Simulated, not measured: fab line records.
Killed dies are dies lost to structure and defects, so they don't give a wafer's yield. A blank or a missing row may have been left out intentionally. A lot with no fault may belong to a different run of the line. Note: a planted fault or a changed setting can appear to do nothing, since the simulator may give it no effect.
Split-lot experiment / flow n5_finfet / route with 1938 steps; 7 lots, 21 wafers read

## ON THE SPLIT
At N5_BEOL_M2_COAT_67 (time 60 s, resist thk 60 nm), the setting spin_rpm was moved away from the recipe's 1500 rpm on 7 of the 21 wafers read, by -9.9% to +10.5%. The other wafers ran this setting at the recipe's value.

## FROM THE SPLIT TO THE READING: what the file shows between them, 6 steps
- N5_BEOL_M2_DESCUM_33: chemistry O2, time 7 s (also split here: time_s)
- N5_BEOL_M2_ETCH_77: etches underlayer in N2/H2, target depth 6.5 nm, time 5.2 s
- N5_BEOL_M2_ETCH_69: etches SiARC in CF4, target depth 15.6 nm, time 26 s
- N5_BEOL_M2_ALD_98: deposits SiO2, target thk 2.5 nm, pulse time 1 s, co reactant pulse time 1 s
- N5_BEOL_M2_ETCHBACK_99: etches SiO2 in CHF3, target depth 5 nm, time 10.4 s
- N5_BEOL_M2_ETCH_70: etches SOC in N2/H2, target depth 80 nm, overetch 24 nm, time 130 s

## THE READING
SOC_of_BEOL_M2_COAT_67.thk_nm (the simulator's own value, which no gauge read), in nm, at N5_BEOL_M2_VIA_ETCH_34 (etches the open film in C4F6/O2, target depth 69.4 nm, time 65.9 s). No usual value for it is given in the file. Here, 14 wafers ran the recipe; their average is 52.1 nm with a standard deviation of 0.52 nm.

wafer=L074.2; tool, chamber at the split=litho_track-05, 0; spin_rpm as run, rpm=1500; against the recipe=recipe; SOC_of_BEOL_M2_COAT_67.thk_nm, nm=52.8; against lot-mates on the recipe=-
wafer=L074.4; tool, chamber at the split=litho_track-05, 0; spin_rpm as run, rpm=1500; against the recipe=recipe; SOC_of_BEOL_M2_COAT_67.thk_nm, nm=53; against lot-mates on the recipe=-
wafer=L074.5; tool, chamber at the split=litho_track-05, 0; spin_rpm as run, rpm=1500; against the recipe=recipe; SOC_of_BEOL_M2_COAT_67.thk_nm, nm=52.2; against lot-mates on the recipe=-
wafer=L079.1; tool, chamber at the split=litho_track-01, 0; spin_rpm as run, rpm=1500; against the recipe=recipe; SOC_of_BEOL_M2_COAT_67.thk_nm, nm=52.6; against lot-mates on the recipe=-
wafer=L079.2; tool, chamber at the split=litho_track-01, 0; spin_rpm as run, rpm=1352; against the recipe=-9.9%; SOC_of_BEOL_M2_COAT_67.thk_nm, nm=55.6; against lot-mates on the recipe=+3.0
wafer=L079.6; tool, chamber at the split=litho_track-01, 0; spin_rpm as run, rpm=1352; against the recipe=-9.9%; SOC_of_BEOL_M2_COAT_67.thk_nm, nm=54.8; against lot-mates on the recipe=+2.2
wafer=L088.2; tool, chamber at the split=litho_track-04, 0; spin_rpm as run, rpm=1500; against the recipe=recipe; SOC_of_BEOL_M2_COAT_67.thk_nm, nm=52.2; against lot-mates on the recipe=-
wafer=L088.4; tool, chamber at the split=litho_track-04, 0; spin_rpm as run, rpm=1500; against the recipe=recipe; SOC_of_BEOL_M2_COAT_67.thk_nm, nm=52.2; against lot-mates on the recipe=-
wafer=L088.6; tool, chamber at the split=litho_track-04, 0; spin_rpm as run, rpm=1500; against the recipe=recipe; SOC_of_BEOL_M2_COAT_67.thk_nm, nm=52; against lot-mates on the recipe=-
wafer=L086.2; tool, chamber at the split=litho_track-01, 0; spin_rpm as run, rpm=1500; against the recipe=recipe; SOC_of_BEOL_M2_COAT_67.thk_nm, nm=52.4; against lot-mates on the recipe=-
wafer=L086.5; tool, chamber at the split=litho_track-01, 0; spin_rpm as run, rpm=1500; against the recipe=recipe; SOC_of_BEOL_M2_COAT_67.thk_nm, nm=52; against lot-mates on the recipe=-
wafer=L086.6; tool, chamber at the split=litho_track-01, 0; spin_rpm as run, rpm=1424; against the recipe=-5.1%; SOC_of_BEOL_M2_COAT_67.thk_nm, nm=53; against lot-mates on the recipe=+0.8
wafer=L087.1; tool, chamber at the split=litho_track-01, 0; spin_rpm as run, rpm=1500; against the recipe=recipe; SOC_of_BEOL_M2_COAT_67.thk_nm, nm=51; against lot-mates on the recipe=-
wafer=L087.3; tool, chamber at the split=litho_track-01, 0; spin_rpm as run, rpm=1500; against the recipe=recipe; SOC_of_BEOL_M2_COAT_67.thk_nm, nm=51.2; against lot-mates on the recipe=-
wafer=L087.4; tool, chamber at the split=litho_track-01, 0; spin_rpm as run, rpm=1500; against the recipe=recipe; SOC_of_BEOL_M2_COAT_67.thk_nm, nm=52.2; against lot-mates on the recipe=-
wafer=L089.1; tool, chamber at the split=litho_track-05, 0; spin_rpm as run, rpm=1658; against the recipe=+10.5%; SOC_of_BEOL_M2_COAT_67.thk_nm, nm=50.6; against lot-mates on the recipe=-1.4
wafer=L089.3; tool, chamber at the split=litho_track-05, 0; spin_rpm as run, rpm=1658; against the recipe=+10.5%; SOC_of_BEOL_M2_COAT_67.thk_nm, nm=50.6; against lot-mates on the recipe=-1.4
wafer=L089.5; tool, chamber at the split=litho_track-05, 0; spin_rpm as run, rpm=1500; against the recipe=recipe; SOC_of_BEOL_M2_COAT_67.thk_nm, nm=52; against lot-mates on the recipe=-
wafer=L090.3; tool, chamber at the split=litho_track-01, 0; spin_rpm as run, rpm=1354; against the recipe=-9.7%; SOC_of_BEOL_M2_COAT_67.thk_nm, nm=55.4; against lot-mates on the recipe=+3.4
wafer=L090.5; tool, chamber at the split=litho_track-01, 0; spin_rpm as run, rpm=1354; against the recipe=-9.7%; SOC_of_BEOL_M2_COAT_67.thk_nm, nm=55.4; against lot-mates on the recipe=+3.4
wafer=L090.6; tool, chamber at the split=litho_track-01, 0; spin_rpm as run, rpm=1500; against the recipe=recipe; SOC_of_BEOL_M2_COAT_67.thk_nm, nm=52; against lot-mates on the recipe=-

FIT RESULTS
A straight line over all 21 wafers: SOC_of_BEOL_M2_COAT_67.thk_nm changes by -0.246 nm for each +1% of spin_rpm; r = -0.91; the points scatter about the line by 0.64 nm.
The same after taking each lot's own level away (the mean of its wafers on the recipe; 21 wafers): -0.231 nm for each +1%; r = -0.92; scatter 0.55 nm.
Per that fit: largest spin_rpm move, reading shift of 2.4 nm.
The lots' own levels span 51.47 to 52.67 nm, that is 2.3 times the standard deviation above.
Consequently the slope shifts little with the lot-to-lot level, the two slopes agreeing.
Check: for one of the wafers moved furthest among these (+10.5%), held out of the fit, the line's prediction against its lot-mates is -2.51 nm. Against them it came out at -1.4 nm.

## OTHER SPLITS ON THESE WAFERS
Other splits were also applied to these wafers ahead of the reading. Each is held against what the fit with the lots' levels taken away leaves over:
other split on the same wafers=N5_BEOL_M2_DESCUM_33 time_s; wafers away from the commonest value=7; r with SOC_of_BEOL_M2_COAT_67.thk_nm (lot level and that fit taken away)=-0.11

## THE WHOLE CHAIN: every reading that the file lists as answering this split, in the file's order
step=N5_BEOL_M2_COAT_67; what it does=time 60 s, resist thk 60 nm; reading=SOC_of_BEOL_M2_COAT_67.thk_nm (the simulator's own value, which no gauge read); change (the file's fit)=-0.301 nm for each +1% of the setting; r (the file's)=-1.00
step=N5_BEOL_M2_ETCH_70; what it does=etches SOC in N2/H2, target depth 80 nm, overetch 24 nm, time 130 s; reading=etch.depth_nm (the simulator's own value, which no gauge read); change (the file's fit)=-0.312 nm for each +1% of the setting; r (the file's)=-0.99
step=N5_BEOL_M2_VIA_ETCH_34; what it does=etches the open film in C4F6/O2, target depth 69.4 nm, time 65.9 s; reading=SOC_of_BEOL_M2_COAT_67.thk_nm (the simulator's own value, which no gauge read); change (the file's fit)=-0.236 nm for each +1% of the setting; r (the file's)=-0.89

## FILE'S OWN FIT
SOC_of_BEOL_M2_COAT_67.thk_nm changes by -0.236 nm for each +1% of spin_rpm, r = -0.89.
